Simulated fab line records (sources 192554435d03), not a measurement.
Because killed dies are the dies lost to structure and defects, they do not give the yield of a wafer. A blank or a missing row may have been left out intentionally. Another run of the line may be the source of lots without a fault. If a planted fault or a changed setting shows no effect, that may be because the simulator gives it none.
Split-lot trial	flow n5_finfet	7 lots, 39 wafers read, on a route of 1938 steps

## THE SPLIT
At N5_WELL_APT_IMPLANT_14, the setting energy_kev was moved away from the recipe's 160 on 12 of the 39 wafers read, by -7.9% to +11.2%. For the rest of the wafers, this setting stayed at what the recipe calls for.

Reading taken at the split's own step.

## THE READING
In nm, at N5_WELL_APT_IMPLANT_14: implant.drp_nm, which is the simulator's own figure and was read by no gauge. The file gives no usual value for it.

wafer	tool, chamber at the split	energy_kev as run	against the recipe	implant.drp_nm, nm	against lot-mates on the recipe
L075.1	implanter-02, 0	160	recipe	65.9	-
L075.3	implanter-02, 0	160	recipe	65.9	-
L075.5	implanter-02, 0	160	recipe	65.9	-
L075.2	implanter-02, 0	177.9	+11.2%	71.28	+5.38
L075.4	implanter-02, 0	177.9	+11.2%	71.28	+5.38
L075.6	implanter-02, 0	177.9	+11.2%	71.28	+5.38
L081.1	implanter-01, 0	160	recipe	65.9	-
L081.2	implanter-01, 0	160	recipe	65.9	-
L081.3	implanter-01, 0	160	recipe	65.9	-
L081.4	implanter-01, 0	160	recipe	65.9	-
L081.5	implanter-01, 0	160	recipe	65.9	-
L081.6	implanter-01, 0	160	recipe	65.9	-
L082.1	implanter-02, 0	151.6	-5.2%	63.31	-2.59
L082.5	implanter-02, 0	151.6	-5.2%	63.31	-2.59
L082.6	implanter-02, 0	151.6	-5.2%	63.31	-2.59
L082.2	implanter-02, 0	160	recipe	65.9	-
L082.3	implanter-02, 0	160	recipe	65.9	-
L082.4	implanter-02, 0	160	recipe	65.9	-
L085.1	implanter-01, 0	160	recipe	65.9	-
L085.2	implanter-01, 0	160	recipe	65.9	-
L085.3	implanter-01, 0	160	recipe	65.9	-
L085.4	implanter-01, 0	160	recipe	65.9	-
L085.5	implanter-01, 0	160	recipe	65.9	-
L085.6	implanter-01, 0	160	recipe	65.9	-
L090.1	implanter-02, 0	160	recipe	65.9	-
L090.3	implanter-02, 0	160	recipe	65.9	-
L090.4	implanter-02, 0	160	recipe	65.9	-
L090.2	implanter-02, 0	147.4	-7.9%	61.96	-3.94
L090.5	implanter-02, 0	147.4	-7.9%	61.96	-3.94
L090.6	implanter-02, 0	147.4	-7.9%	61.96	-3.94
L092.2	implanter-02, 0	160	recipe	65.9	-
L092.3	implanter-02, 0	160	recipe	65.9	-
L092.4	implanter-02, 0	160	recipe	65.9	-
L096.1	implanter-01, 0	152.9	-4.4%	63.72	-2.18
L096.2	implanter-01, 0	152.9	-4.4%	63.72	-2.18
L096.6	implanter-01, 0	152.9	-4.4%	63.72	-2.18
L096.3	implanter-01, 0	160	recipe	65.9	-
L096.4	implanter-01, 0	160	recipe	65.9	-
L096.5	implanter-01, 0	160	recipe	65.9	-

THE FIT
A straight line over all 39 wafers: implant.drp_nm changes by +0.488 nm for each +1% of energy_kev; r = +1.00; the points scatter about the line by 0.033 nm.
The same after taking each lot's own level away (the mean of its wafers on the recipe; 39 wafers): +0.488 nm for each +1%; r = +1.00; scatter 0.033 nm.
On that fit, the largest move of energy_kev shifts the reading by 5.5 nm.
The lots' own levels span 65.900 to 65.900 nm.
The two slopes agree, so the slope changes little with the lot-to-lot level.
Check: for one of the wafers moved furthest among these (+11.2%), held out of the fit, the line's prediction against its lot-mates is +5.46 nm. Against them it came out at +5.38 nm.

## THE WHOLE CHAIN: every reading that the file lists as answering this split, in the file's order
step	what it does	reading	change (the file's fit)	r (the file's)
N5_WELL_APT_IMPLANT_14		implant.rp_nm (the simulator's own value, which no gauge read)	+2.1 nm for each +1% of the setting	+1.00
N5_WELL_APT_IMPLANT_14		implant.drp_nm (the simulator's own value, which no gauge read)	+0.489 nm for each +1% of the setting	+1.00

## FILE'S OWN FIT
implant.drp_nm changes by +0.489 nm for each +1% of energy_kev, r = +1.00.
